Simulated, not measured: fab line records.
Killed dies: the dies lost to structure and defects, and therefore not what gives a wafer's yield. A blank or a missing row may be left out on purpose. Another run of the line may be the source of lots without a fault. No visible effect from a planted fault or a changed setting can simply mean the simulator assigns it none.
Chamber matching | flow n5-finfet | N5_BEOL_M7_ETCH_66 on rie-diel-04 has 4 sister chambers
The step etches SOC in N2/H2, target depth 80 nm, overetch 16 nm, time 120 s. 4 wafers are shown with their chamber, then 7 later ones without.

== WAFERS PAIRED WITH THEIR CHAMBERS ==
wafer  | chamber | showerhead-plenum-p-Torr (Torr)
L088.2 | 2       | 2.52
L089.1 | 0       | 2.38
L089.2 | 3       | 2.62
L094.5 | 1       | 2.62

== WAFERS WITHOUT THEIR CHAMBER ==
wafer  | showerhead-plenum-p-Torr (Torr)
L094.6 | 2.52
L093.3 | 2.61
L093.5 | 2.62
L093.6 | 2.52
L097.1 | 2.62
L097.2 | 2.61
L097.6 | 2.70

== WHICH CHAMBER EACH ONE RAN IN ==
wafer  | from the rows above     | in truth
L094.6 | 2                       | 2
L093.3 | can't be placed: 1 or 3 | 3
L093.5 | can't be placed: 1 or 3 | 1
L093.6 | 2                       | 2
L097.1 | can't be placed: 1 or 3 | 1
L097.2 | can't be placed: 1 or 3 | 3
L097.6 | can't be placed: 1 or 3 | 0
Correct placement for 2 of the 7. Cannot be placed on the basis of these rows: 5; the candidates contain the true chamber in 4. Number placed wrongly: 0.
How it was worked out, from the rows above alone: a wafer's distance from a chamber is the root of the sum, over the readings, of the square of ((its reading less the chamber's mean) divided by the reading's scatter). The wafer belongs to the nearest chamber; if the next one is less than 2 further off, it can't be placed. Each chamber's mean is taken over the wafers shown for it. The scatter (one wafer shown for each chamber): square how far every hidden wafer sits from the nearest shown wafer, average those squares and take the square root.
